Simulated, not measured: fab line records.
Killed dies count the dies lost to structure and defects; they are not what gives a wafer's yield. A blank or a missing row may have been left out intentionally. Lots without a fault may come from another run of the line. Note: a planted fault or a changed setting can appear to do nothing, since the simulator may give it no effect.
Problem report in the 8D (eight disciplines) form, filled by code || flow n5-finfet || the parts of the form that need people (team, actions taken, sign-off) are left out

1. WHAT WENT WRONG
Mean of raw-defect-count at N5_STI_FIN_REVEAL_INSPECT_13: 632 across 3 wafers in 2 lots; on wafers with no fault it is 12 (standard deviation 5.3). So: +99 or more standard deviations from the usual mean.
The step: inspects for defects (darkfield).
Seen first at day 5 10:16 on defect-inspect-02, wafer L928.1. The record holds 29 wafers of 10 lots with a number at this step. The rule behind "out" and "out of limits": a value lying over 4 standard deviations away from the usual mean. Any other wafer with a number is counted as sound.

2. WHAT IT IS, AND WHAT IT ISN'T
{"question": "which readings at this step", "is": "raw-defect-count", "is not": "-"}
{"question": "which lots", "is": "L928, L930", "is not": "L917, L918, L919, L920, L921, L931, L936, L940"}
{"question": "which wafers of those lots", "is": "L928.1, L928.4, L930.3", "is not": "L928.2, L930.1, L930.4"}
{"question": "read on which gauges", "is": "defect-inspect-01, defect-inspect-02", "is not": "-"}
{"question": "when", "is": "from day 5 10:16", "is not": "up to then (16 sound wafers); but 10 sound wafers of L930, L931, L936, L940 came after"}

3. THE SUSPECTS, EACH WITH WHAT RULES IT OUT
Counting: if a tool at a process step up to the reading ran every lot that is out, it stays a suspect. Sound lots after the first of them don't rule it out here, since some wafers of a struck lot are sound.
- ruled out: the gauge at N5_STI_FIN_REVEAL_INSPECT_13. Those wafers that are out were read across 2 gauges (defect-inspect-01, defect-inspect-02).
- plasma-asher-02 at N5_STI_FIN_REVEAL_OXIDATION_33 (chemistry O2 PLASMA REMOTE, time 20 s): kept. Ran every lot that is out, first one L928 (day 5 09:58); last sound lot up to then L918 (day 2 20:28).
- At N5_STI_FIN_REVEAL_OXIDATION_33 on plasma-asher-02, chamber 1 took the sound wafers of the same lots and chamber 0 took the wafers that are out.
Left after counting: plasma-asher-02 at N5_STI_FIN_REVEAL_OXIDATION_33.

4. THE CAUSE (what the simulator had put in)
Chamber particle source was plasma-asher-02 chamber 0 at N5_STI_FIN_REVEAL_OXIDATION_33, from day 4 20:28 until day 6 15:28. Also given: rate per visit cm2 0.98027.
Only this tool survived the counting.

5. THE CHAIN OF EFFECTS, in route order
Each row: a reading where the mean over the struck wafers with a number is more than 3 standard deviations away from the usual. Only readings whose record carries a usual standard deviation are examined. hours: median over the lots of the time between each lot's start at the first step of this table that gives one and its start at this step. sigmas: the change, counted in usual standard deviations.
{"hours": 0, "step": "N5_STI_FIN_REVEAL_INSPECT_13", "reading": "raw-defect-count", "usual": 12, "on struck wafers": 632, "change": "+620", "sigmas": "+99 or more"}
{"hours": 240, "step": "N5_PASSIVATION_PROBE_49", "reading": "defect-limited-yield", "usual": "91.3 %", "on struck wafers": 82.2, "change": -9.1, "sigmas": -7.0}
{"hours": 240, "step": "N5_PASSIVATION_PROBE_49", "reading": "killed-at-front-end", "usual": 37, "on struck wafers": 156, "change": "+119", "sigmas": "+12"}
{"hours": 240, "step": "N5_PASSIVATION_PROBE_49", "reading": "killed-dies", "usual": 102, "on struck wafers": 210, "change": "+108", "sigmas": "+7.2"}
{"hours": 240, "step": "N5_PASSIVATION_PROBE_49", "reading": "sort_bin_5_function", "usual": "5.1 %", "on struck wafers": 10.6, "change": "+5.5", "sigmas": "+5.9"}
{"hours": 240, "step": "N5_PASSIVATION_PROBE_49", "reading": "sort-n-pass", "usual": 1078, "on struck wafers": 970, "change": -108, "sigmas": -7.2}
{"hours": 240, "step": "N5_PASSIVATION_PROBE_49", "reading": "sort-yield-pct", "usual": "91.3 %", "on struck wafers": 82.2, "change": -9.1, "sigmas": -7.0}
Process steps it contains:
- N5_PASSIVATION_PROBE_49
At these later measuring or inspecting steps, every struck wafer for which the step has a row has a number for every such reading, and none has moved that far: N5_DUMMY_GATE_THK_MEAS_05, N5_BEOL_M4_RC_MEAS_101.

6. HOW IT WOULD HAVE BEEN CAUGHT EARLIER
The first out-of-limits reading at a measuring or inspecting step in this record came at day 5 10:16, 14 hours after the fault's start at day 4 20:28.
Of the tool readings at N5_STI_FIN_REVEAL_OXIDATION_33 for which the record gives a usual standard deviation, none was out on any struck wafer, so an alarm limit of 4 standard deviations on them would not have fired.
L930, from the lots that are out (2), started N5_STI_FIN_REVEAL_OXIDATION_33 on plasma-asher-02 later than day 5 10:16. Had the tool been put on hold then, it would have been spared.
